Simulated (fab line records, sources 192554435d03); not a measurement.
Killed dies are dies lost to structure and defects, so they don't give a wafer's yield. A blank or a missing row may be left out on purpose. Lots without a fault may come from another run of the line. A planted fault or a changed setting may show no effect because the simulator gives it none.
fab line records | flow n5_finfet
record lots=12 wafers=36 last_day=18
route steps=1938 shown SDB@369 BEOL_M15@1827 MIM_BOT_ETCH@1868 PASSIVATION@1936
lots that met no fault: from a run of the same line without faults
start_h: hours from the record's first day to the start of the lot's first wafer shown | wait_h: hours since the lot's step before | " the same as in the row above | L1.1+2: a row that stands for several wafers | - no value, or no start given | * or withheld: withheld | < > ~ a bound
route shown NAME@n: a module of which the file shows steps, and the number in the route of the first | usual: mean/standard deviation of fault-free wafers | same: alike in all rows | chamber/n: place in a boat | sites: the reading at each site | _std_site: their standard deviation | _edge_site: outer sites' mean less inner sites' | radius_mm: how far each site lies from the wafer's centre | mask NAME#n: copy n | behind: the tool/chamber that last shaped the wafer | hold: why the lot was held/for how many hours/how that ended | device: the transistor (n, p or np) that didn't switch | end of line: the same wafers' tests at the end of the route | a step without rows: its recipe alone | killed: dies lost to structure and defects at the first sort, not the wafer's yield | map: a wafer's dies, x killed, . not, _ none there
set.NAME: the setting as run; set.NAME@STEP: as run at that earlier step | model.NAME: the simulator's own value behind a step, which no gauge read
steps of the route over a sample of lots; a table a step, a row a wafer
services: from which hour (start_h, from the record's first day; less than 0 if before it) a tool's chamber was out of use, for how many hours, and why
## steps
# step N5_SDB_CUT_ETCH_26
# recipe chemistry=HBr/Cl2/O2 target=Si target_depth_a=1296 bt_time_s=20 mask_material=SiNx time_s=51.8 ion_energy_ev=* bias_w=* pressure_mtorr=10 icp_w=800 HBr_flow_sccm=150 Cl2_flow_sccm=80 O2_flow_sccm=12
# usual drypump_motor_current_A=5.7/0.56 he_backside_leak_sccm=2.8/0.41 oes_product_au=0.999/0.018 throttle_valve_pct=37.20/0.29
# columns lot.wafer tool chamber start_h wait_h drypump_motor_current_A he_backside_leak_sccm oes_product_au rf_hours_counter_h throttle_valve_pct
L589.1 rie_si-01 0 64.63 0.1 5.2 2.5 0.979 26 36.55
L589.2 " 2 " " 6.5 2.9 1.034 4 37.33
L589.3 " 3 " " 5.0 2.2 0.992 10 37.17
L590.1 rie_si-06 2 70.38 0.1 6.7 2.9 1.003 62 37.44
L590.5 " 1 " " 5.2 3.6 0.982 - 37.14
L590.6 " 0 " " 5.7 2.5 1.012 - 37.52
L591.1 rie_si-06 2 77.47 0.1 6.7 2.6 0.998 62 37.44
L591.3 " 3 " " 5.4 2.4 0.981 1 37.52
L591.4 " 0 " " 5.7 2.5 1.009 80 37.50
L593.3 rie_si-06 0 90.88 0.1 5.6 2.5 1.012 80 37.51
L593.4 " 3 " " 5.4 2.4 0.988 1 37.53
L593.6 " 1 " " 5.2 3.5 0.983 - 37.14
L595.1 rie_si-06 2 102.94 0.1 6.7 2.7 0.995 62 37.43
L595.3 " 3 " " 5.4 2.4 0.985 1 37.53
L595.5 " 1 " " 5.2 3.6 0.984 - 37.14
L596.1 rie_si-06 2 109.37 0.1 6.7 2.7 1.000 62 37.44
L596.4 " 1 " " 5.2 3.7 0.983 126 37.15
L596.6 " 2 " " 6.7 2.6 1.001 - 37.43
L604.1 rie_si-01 0 158.43 0.1 5.2 2.7 0.983 28 36.56
L604.2 " 1 " " 5.8 2.9 1.029 4 37.12
L604.4 " 2 " " 6.5 2.6 1.032 6 37.34
L605.1 rie_si-06 3 166.83 0.1 5.4 2.4 0.986 2 37.52
L605.2 " 2 " " 6.7 2.8 0.995 63 37.42
L605.3 " 1 " " 5.2 3.5 0.980 127 37.14
L606.1 rie_si-01 2 176.56 0.1 6.5 3.3 1.023 6 37.33
L606.4 " 1 " " 5.8 2.9 1.025 4 37.13
L606.6 " 3 " " 5.0 2.6 0.999 - 37.19
L608.3 rie_si-06 3 183.10 0.1 5.4 2.5 0.980 3 37.52
L608.4 " 1 " " 5.2 3.6 0.977 128 37.14
L608.6 " 0 " " 5.7 2.5 1.011 - 37.49
L609.1 rie_si-01 1 186.31 0.1 5.8 2.8 1.031 4 37.12
L609.4 " 3 " " 5.0 2.4 0.999 12 37.19
L609.6 " 0 " " 5.2 2.6 0.982 - 36.56
L612.1 rie_si-06 0 206.01 0.1 5.7 2.5 1.013 82 37.50
L612.4 " 2 " " 6.7 2.7 0.996 64 37.42
L612.6 " 3 " " 5.4 2.3 0.979 - 37.52
# step N5_BEOL_M15_DEP_53
# recipe material=SiCN target_thk_a=500 temp_c=withheld precursor=3MS/NH3 pressure_torr=3 rf_w=675 time_s=17.8
# usual showerhead_plenum_p_Torr=4.156/0.017 throttle_valve_pct=18.6/1.3
# columns lot.wafer tool chamber start_h wait_h showerhead_plenum_p_Torr throttle_valve_pct
L589.1 pecvd-02 1 272.51 0.0 4.131 18.9
L589.2 " 2 " " 4.140 18.1
L589.3 " 0 " " 4.140 20.5
L590.1 pecvd-03 0 280.24 0.0 4.163 17.9
L590.5 " 1 " " 4.165 19.7
L590.6 " 2 " " 4.160 16.4
L591.1 pecvd-04 0 292.01 0.0 4.160 20.4
L591.3 " 2 " " 4.141 17.6
L591.4 " 1 " " 4.172 17.2
L593.3 pecvd-02 1 304.13 0.0 4.128 18.7
L593.4 " 2 " " 4.159 18.3
L593.6 " 1 " " 4.131 18.8
L595.1 pecvd-03 1 304.35 0.0 4.178 19.6
L595.3 " 2 " " 4.167 16.4
L595.5 " 1 " " 4.175 19.7
L596.1 pecvd-04 1 314.30 0.0 4.160 17.3
L596.4 " 0 " " 4.171 20.5
L596.6 " 1 " " 4.161 17.3
L604.1 pecvd-04 2 352.16 0.0 4.144 17.5
L604.2 " 0 " " 4.168 20.7
L604.4 " 2 " " 4.136 17.9
L605.1 pecvd-03 0 385.28 0.0 4.170 18.0
L605.2 " 1 " " 4.167 19.4
L605.3 " 2 " " 4.169 17.1
L606.1 pecvd-02 1 398.46 0.0 4.128 18.6
L606.4 " 1 " " 4.136 19.0
L606.6 " 0 " " 4.142 20.5
L609.1 pecvd-03 2 400.41 0.0 4.171 17.0
L609.4 " 0 " " 4.180 17.7
L609.6 " 2 " " 4.172 16.7
L608.3 pecvd-02 2 409.78 0.0 4.153 18.5
L608.4 " 1 " " 4.135 18.7
L608.6 " 2 " " 4.148 18.6
L612.1 pecvd-03 2 421.23 0.0 4.160 16.5
L612.4 " 2 " " 4.165 16.6
L612.6 " 0 " " 4.169 17.9
# step N5_MIM_BOT_ETCH_ETCH_00
# recipe chemistry=Cl2/BCl3 target=TiN target_depth_a=455 ion_energy_ev=150 pressure_mtorr=10 icp_w=1000 bias_w=126 Cl2_flow_sccm=53.25 bcl3_flow_sccm=21.75 Ar_flow_sccm=25
# usual drypump_motor_current_A=5.8/0.34 he_backside_leak_sccm=3.46/0.22 oes_product_au=0.79/0.091 throttle_valve_pct=21.97/0.17
# columns lot.wafer tool chamber start_h wait_h drypump_motor_current_A he_backside_leak_sccm oes_product_au rf_hours_counter_h throttle_valve_pct
L589.1 rie_metal-02 1 278.53 0.1 5.7 3.11 0.91 11 21.96
L589.2 " 0 " " 5.3 3.34 0.72 57 22.23
L589.3 " 1 " " 5.7 3.17 0.90 - 21.97
L590.1 rie_metal-01 1 285.36 0.1 6.2 3.67 0.62 115 21.93
L590.5 " 0 " " 6.1 3.13 0.85 - 21.79
L590.6 " 1 " " 6.2 3.67 0.62 - 21.91
L591.1 rie_metal-03 0 296.39 0.1 5.5 3.52 0.74 65 22.13
L591.3 " 0 " " 5.5 3.50 0.75 - 22.12
L591.4 " 1 " " 5.6 3.51 0.84 - 21.85
L593.3 rie_metal-01 0 309.54 0.1 6.1 3.15 0.86 - 21.79
L593.4 " 1 " " 6.2 3.63 0.62 - 21.92
L593.6 " 0 " " 6.1 3.42 0.86 - 21.80
L595.1 rie_metal-02 0 309.64 0.1 5.3 3.53 0.71 61 22.24
L595.3 " 1 " " 5.7 3.07 0.90 - 21.97
L595.5 " 1 " " 5.7 3.04 0.89 - 21.97
L596.1 rie_metal-01 1 318.86 0.1 6.2 3.55 0.61 117 21.92
L596.4 " 1 " " 6.2 3.70 0.62 - 21.90
L596.6 " 0 " " 6.1 3.29 0.85 - 21.81
L604.1 rie_metal-03 1 357.27 0.1 5.6 3.17 0.83 21 21.87
L604.2 " 0 " " 5.4 3.55 0.74 67 22.13
L604.4 " 0 " " 5.4 3.59 0.74 - 22.14
L605.1 rie_metal-03 0 394.27 0.1 5.5 3.62 0.72 71 22.17
L605.2 " 1 " " 5.6 3.70 0.80 24 21.90
L605.3 " 1 " " 5.6 3.50 0.80 - 21.90
L606.1 rie_metal-03 1 404.28 0.1 5.6 3.63 0.79 26 21.91
L606.4 " 0 " " 5.5 3.60 0.72 - 22.16
L606.6 " 0 " " 5.5 3.81 0.72 - 22.17
L609.1 rie_metal-01 0 406.28 0.1 6.1 3.69 0.82 25 21.83
L609.4 " 0 " " 6.1 3.89 0.81 - 21.83
L609.6 " 1 " " 6.3 3.64 0.93 - 21.72
L608.3 rie_metal-02 0 415.01 0.1 5.3 3.42 0.69 - 22.25
L608.4 " 1 " " 5.7 3.33 0.86 - 21.99
L608.6 " 0 " " 5.3 3.48 0.69 - 22.27
L612.1 rie_metal-02 0 428.72 0.1 5.3 3.38 0.69 74 22.29
L612.4 " 1 " " 5.7 3.09 0.85 - 22.01
L612.6 " 0 " " 5.3 3.40 0.69 - 22.27
# step N5_PASSIVATION_PROBE_49
# usual defect_limited_yield=91.2/1.5 killed_at_M0_to_M3=32/9.6 killed_at_M4_up=13/5.3 killed_at_contacts=13/6.7 killed_at_front_end=42/11 killed_at_other=3.8/2.9 killed_dies=103/17 killed_on_rim=14/4.4 killed_open=67/13 killed_short=35/7.9 sort_bin_5_function=5.2/0.94 sort_bin_6_memory=3.3/0.64 sort_n_pass=1077/17 sort_yield_pct=91.2/1.5
# same gross_dies=1180 killed_at_back_side=0 sort_bin_4_leakage[%]=0 sort_bin_8_speed[%]=0
# columns lot.wafer tool chamber start_h wait_h defect_limited_yield[%] killed_at_M0_to_M3 killed_at_M4_up killed_at_contacts killed_at_front_end killed_at_other killed_dies killed_on_rim killed_open killed_short sort_bin_5_function[%] sort_bin_6_memory[%] sort_n_pass sort_yield_pct[%]
L593.3 prober-01 - 318.47 0.1 92.1 29 13 19 31 1 93 11 63 30 4.3 3.2 1087 92.1
L593.4 prober-01 - 318.52 0.2 95.1 9 8 7 31 3 58 8 38 19 2.5 2.3 1122 95.1
L593.6 prober-01 - 318.62 0.3 88.9 24 8 6 90 3 131 26 47 25 6.5 3.1 1049 88.9
L595.1 prober-02 - 320.12 0.0 90.4 30 19 20 40 4 113 14 65 45 5.8 3.4 1067 90.4
L595.3 prober-02 - 320.22 0.1 91.8 38 12 10 32 5 97 14 63 33 5.0 2.8 1083 91.8
L595.5 prober-02 - 320.32 0.2 84.2 38 20 22 102 5 187 36 86 36 9.6 4.7 993 84.2
L596.1 prober-02 - 328.34 0.0 93.2 11 8 15 44 2 80 8 54 26 3.8 2.6 1100 93.2
L596.4 prober-02 - 328.49 0.2 86.4 24 16 21 96 4 161 30 69 28 8.1 3.9 1019 86.4
L596.6 prober-02 - 328.59 0.3 91.1 41 11 10 36 7 105 17 71 32 5.6 3.1 1075 91.1
# killed by level:class
L593.3 MOL_CONTACT_COAG:geometric_particle:open=14 FIN_SAQP:geometric_particle:open=7 FIN_SAQP:geometric_particle:short=5 GATE_CUT:geometric_particle:open=5 MOL_CONTACT_COAG:geometric_particle:short=5 BEOL_M1:geometric_particle:open=5 BEOL_M2:geometric_particle:open=5 BEOL_M3:geometric_particle:open=5
L593.4 FIN_SAQP:geometric_particle:open=7 STI_FIN_REVEAL:geometric_particle:open=6 FIN_SAQP:geometric_particle:short=5 MOL_CONTACT_COAG:geometric_particle:open=5 BEOL_M4:geometric_particle:open=3 STARTING-WAFER:geometric_particle:short=3 STARTING-WAFER:geometric_particle:open=3 DUMMY_GATE:geometric_particle:open=2
L593.6 SDB:unspecified=57 FIN_SAQP:geometric_particle:open=9 MOL_CONTACT_COAG:geometric_particle:open=6 BEOL_M0_SAQP:geometric_particle:open=5 FIN_SAQP:geometric_particle:short=4 BEOL_M0_SAQP:geometric_particle:short=4 GATE_CUT:geometric_particle:short=4 BEOL_M4:geometric_particle:open=4
L595.1 MOL_CONTACT_COAG:geometric_particle:open=14 FIN_SAQP:geometric_particle:short=12 BEOL_M0_SAQP:geometric_particle:short=10 BEOL_M3:geometric_particle:open=8 STI_FIN_REVEAL:geometric_particle:open=7 FIN_SAQP:geometric_particle:open=6 MOL_CONTACT_COAG:geometric_particle:short=6 BEOL_M0_SAQP:geometric_particle:open=6
L595.3 BEOL_M0_SAQP:geometric_particle:short=10 MOL_CONTACT_COAG:geometric_particle:open=9 BEOL_M3:geometric_particle:open=8 BEOL_M0_SAQP:geometric_particle:open=7 FIN_SAQP:geometric_particle:open=4 STI_FIN_REVEAL:geometric_particle:open=4 GATE_CUT:geometric_particle:short=4 BEOL_M1:geometric_particle:short=4
L595.5 SDB:unspecified=61 MOL_CONTACT_COAG:geometric_particle:open=20 BEOL_M4:geometric_particle:open=10 BEOL_M1:geometric_particle:open=9 STI_FIN_REVEAL:geometric_particle:open=8 BEOL_M0_SAQP:geometric_particle:short=8 FIN_SAQP:geometric_particle:short=6 BEOL_M0_SAQP:geometric_particle:open=6
L596.1 FIN_SAQP:geometric_particle:open=13 MOL_CONTACT_COAG:geometric_particle:open=13 STI_FIN_REVEAL:geometric_particle:open=10 BEOL_M0_SAQP:geometric_particle:short=5 FIN_SAQP:geometric_particle:short=4 DUMMY_GATE:geometric_particle:open=4 STI_FIN_REVEAL:geometric_particle:short=3 GATE_CUT:geometric_particle:short=2
L596.4 SDB:unspecified=63 MOL_CONTACT_COAG:geometric_particle:open=20 FIN_SAQP:geometric_particle:open=10 BEOL_M4:geometric_particle:open=9 FIN_SAQP:geometric_particle:short=7 STARTING-WAFER:geometric_particle:short=5 BEOL_M3:geometric_particle:open=4 BEOL_M0_SAQP:geometric_particle:open=3
L596.6 FIN_SAQP:geometric_particle:open=11 FIN_SAQP:geometric_particle:short=9 STI_FIN_REVEAL:geometric_particle:open=8 MOL_CONTACT_COAG:geometric_particle:open=8 BEOL_M0_SAQP:geometric_particle:open=8 BEOL_M0_SAQP:geometric_particle:short=7 BEOL_M3:geometric_particle:open=6 BEOL_M4:geometric_particle:open=5
## services
# columns tool chamber start_h hours kind
pecvd-04 - 43.47 2.3 repair
pecvd-02 - 44.64 0.8 repair
pecvd-03 - 45.86 1.1 repair
rie_metal-02 0 81.29 16.5 repair
pecvd-02 - 100.50 1.7 repair
rie_metal-02 - 108.99 2.8 pm
pecvd-04 - 130.61 2.8 pm
pecvd-02 - 146.23 95.5 repair
rie_si-01 3 195.02 15.8 repair
rie_si-06 0 200.66 1.0 repair
rie_metal-02 - 224.83 1.2 repair
rie_metal-03 - 225.57 28.1 pm
rie_metal-02 - 239.47 1.7 repair
pecvd-03 - 259.47 5.5 pm
rie_metal-01 - 292.87 14.6 pm
rie_si-06 0 297.38 22.8 repair
pecvd-04 - 300.67 1.8 repair
rie_metal-03 - 303.59 1.4 pm
rie_metal-03 0 309.96 21.4 repair
rie_metal-02 1 310.40 10.4 repair
rie_si-01 - 314.05 0.7 repair
rie_si-06 1 331.86 5.6 repair
rie_si-01 1 360.24 2.7 repair
pecvd-02 1 414.61 3.3 repair
## key
first_sign step=N5_PASSIVATION_PROBE_49 reading=killed_at_front_end direction=up sigmas=4.7 usual=42 struck=96
effect step=N5_PASSIVATION_PROBE_49 reading=killed_dies direction=up sigmas=3.3 usual=103 struck=160
more_kills_born_at N5_SDB_CUT_ETCH_26@rie_si-06=181
met_at N5_SDB_CUT_ETCH_26
struck_lots L593,L595,L596
struck_wafers L593.6,L595.5,L596.4
not_acting_at N5_BEOL_M15_DEP_53,N5_MIM_BOT_ETCH_ETCH_00
onset_between 70.38 90.88
fault kind=chamber_particle_source tool=rie_si-06 chamber=1 onset_h=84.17 steps=N5_SDB_CUT_ETCH_26 rate_per_visit_cm2=1.1822 end_h=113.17
